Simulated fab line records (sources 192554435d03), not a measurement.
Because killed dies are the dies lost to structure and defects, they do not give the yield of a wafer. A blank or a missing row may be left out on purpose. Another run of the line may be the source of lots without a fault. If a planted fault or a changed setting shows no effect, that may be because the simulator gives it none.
The same fault as seen by 2 desks :: flow n5 finfet :: each desk holds nothing but its own numbers, with what lay behind them at the end

TOOL OWNER'S DESK, litho track-04
The tool's own readings at N5_BEOL_M0_SAQP_PEB_12 (peb time 60 s): means of the sampled wafers that have a number, for each lot that ran on this tool. A lot is out of limits, marked OUT, if its mean lies more than 4 standard deviations from the usual mean; the brackets give that distance.
Columns: A = exhaust pa at N5_BEOL_M0_SAQP_PEB_12, usual 45.0 Pa
lot: L855
first seen here: day 5 09:43
A: 44.0

lot: L862
first seen here: day 7 03:42
A: 44.1

lot: L865
first seen here: day 8 02:54
A: 44.2

lot: L869
first seen here: day 8 22:02
A: 45.4
This desk found nothing out of limits on any of the 4 lots.

THE METROLOGY DESK
What the gauges read for every lot (on any tool): the sampled wafers with a number, averaged. A lot is out of limits, marked OUT, if its mean lies more than 4 standard deviations from the usual mean; the brackets give that distance. Shown are 7 of the 12 readings it has, namely the first that went out of limits plus those furthest out on some lot.
Columns: A = thk nm at N5_BEOL_M0_SAQP_THK_MEAS_05, usual 59.8 nm; B = cd nm at N5_BEOL_M0_SAQP_CD_MEAS_14, usual 42.5 nm; C = IOFF_P at N5_BEOL_M4_RC_MEAS_101, usual 0.23 nA/um; D = ION_P at N5_BEOL_M4_RC_MEAS_101, usual 468 uA/um; E = SS_N at N5_BEOL_M4_RC_MEAS_101, usual 71.9 mV/dec; F = SS_P at N5_BEOL_M4_RC_MEAS_101, usual 73.5 mV/dec; G = VT_P at N5_BEOL_M4_RC_MEAS_101, usual -248 mV
lot: L855
first seen here: day 5 09:17
A: 60.1
B: 42.4
C: 0.23
D: 465
E: 71.7
F: 73.0
G: -248

lot: L860
first seen here: day 6 19:18
A: 60.7
B: 42.5
C: 0.25
D: 466
E: 71.9
F: 73.5
G: -247

lot: L862
first seen here: day 7 03:17
A: 59.8
B: 41.9
C: 0.17
D: 459
E: 71.5
F: 72.3
G: -253

lot: L865
first seen here: day 8 02:29
A: 59.9
B: 41.4
C: 0.18
D: 459
E: 71.1
F: 73.0
G: -253

lot: L869
first seen here: day 8 21:37
A: 58.3
B: 41.0 (-4.7) OUT
C: 0.24
D: 462
E: 72.8
F: 73.0
G: -249

lot: L873
first seen here: day 10 01:02
A: 59.0
B: 42.4
C: 0.30
D: 475
E: 72.1
F: 74.1
G: -244

lot: L874
first seen here: day 10 04:29
A: 59.3
B: 42.2
C: 0.18
D: 448
E: 73.1
F: 73.3
G: -254

lot: L877
first seen here: day 10 20:01
A: 60.1
B: 42.6
C: 0.23
D: 464
E: 71.7
F: 72.6
G: -248

lot: L876
first seen here: day 10 23:11
A: 60.1
B: 42.8
C: 0.21
D: 466
E: 71.7
F: 73.6
G: -252

lot: L878
first seen here: day 11 02:54
A: 60.3
B: 42.6
C: 0.22
D: 458
E: 71.8
F: 73.4
G: -251
This desk's finding: out of limits on L869; first on L869, day 8 22:05 (cd nm at N5_BEOL_M0_SAQP_CD_MEAS_14). In limits: L855, L860, L862, L865, L873, L874, L877, L876, L878.

ALL TOGETHER
The metrology desk could have raised an alarm at day 8 22:05, on L869.
Nothing out of limits was seen by the tool owner's desk.
The tool owner's desk has L869 on record, within its limits.
Every lot named ran N5_BEOL_M0_SAQP_PEB_12 on litho track-04.

WHAT HAD BEEN PUT IN BY THE SIMULATOR
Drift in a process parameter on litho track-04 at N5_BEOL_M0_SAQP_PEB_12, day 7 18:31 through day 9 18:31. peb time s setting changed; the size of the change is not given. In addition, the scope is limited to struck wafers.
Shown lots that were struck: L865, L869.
Hours from the fault's start to each desk's first reading out of limits: the metrology desk, 28.
